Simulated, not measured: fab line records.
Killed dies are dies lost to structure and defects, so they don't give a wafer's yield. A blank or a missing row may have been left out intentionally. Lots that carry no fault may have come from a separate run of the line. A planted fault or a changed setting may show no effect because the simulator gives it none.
Chamber matching	flow nandHarc	rieDiel-04 running NHARC_A_ZERO_WELL_DESCUM_12: 4 sister chambers
The step chemistry O2, time 3 s. 16 wafers are shown with their chamber, then 8 later ones without.

== WAFERS, EACH WITH ITS CHAMBER ==
wafer	chamber	showerheadPlenumPTorr (Torr)	drypumpMotorCurrentA (A)	rfVppV (V)
L899.1	3	2.06	5.47	59.0
L899.4	3	2.06	5.49	58.5
L899.6	1	1.87	5.73	57.8
L902.4	3	2.06	5.50	58.5
L902.5	3	2.06	5.46	57.7
L902.6	0	1.83	5.53	56.6
L906.2	2	1.87	5.73	58.0
L906.5	3	2.06	5.49	58.8
L906.6	0	1.83	5.54	59.0
L908.1	3	2.06	5.49	59.1
L908.2	0	1.83	5.55	57.2
L908.3	2	1.87	5.70	57.2
L910.1	2	1.87	5.73	57.9
L910.3	3	2.06	5.49	57.7
L910.4	0	1.83	5.58	55.6
L914.2	2	1.86	5.71	57.5

SIGNATURES, as means of the wafers listed above
reading	chamber 0	chamber 1	chamber 2	chamber 3	scatter within a chamber
showerheadPlenumPTorr	1.8300	1.8700	1.8675	2.0600	0.0025
drypumpMotorCurrentA	5.5500	5.7300	5.7175	5.4843	0.0164
rfVppV	57.100	57.800	57.650	58.471	0.842
Rule: for each reading, subtract the chamber's mean from the wafer's reading, divide by that reading's scatter and square the result; add these up over the readings and take the root, which gives the wafer's distance from the chamber. The wafer belongs to the nearest chamber; if the next one is less than 2 further off, it can't be placed. The scatter: take each reading less its chamber's mean, square it, sum over the shown wafers, divide by the number of wafers less the number of chambers, and take the root.

== WAFERS MISSING THEIR CHAMBER ==
wafer	showerheadPlenumPTorr (Torr)	drypumpMotorCurrentA (A)	rfVppV (V)
L914.4	2.06	5.50	56.8
L914.6	1.86	5.75	55.4
L913.1	1.86	5.74	57.6
L913.5	1.87	5.72	56.9
L913.6	1.86	5.70	56.0
L919.1	1.86	5.76	57.5
L919.2	1.86	5.73	58.9
L919.5	1.83	5.58	57.2

== THE CHAMBER EACH PASSED THROUGH ==
wafer	from the rows above	in truth
L914.4	3	3
L914.6	can't be placed: 2 or 1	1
L913.1	can't be placed: 2 or 1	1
L913.5	can't be placed: 1 or 2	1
L913.6	can't be placed: 2 or 1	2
L919.1	can't be placed: 2 or 1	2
L919.2	can't be placed: 2 or 1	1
L919.5	0	0
Placed correctly: 2 of 8. From these rows, 6 cannot be placed; in 6 the true chamber is one of the candidates. Number placed wrongly: 0.
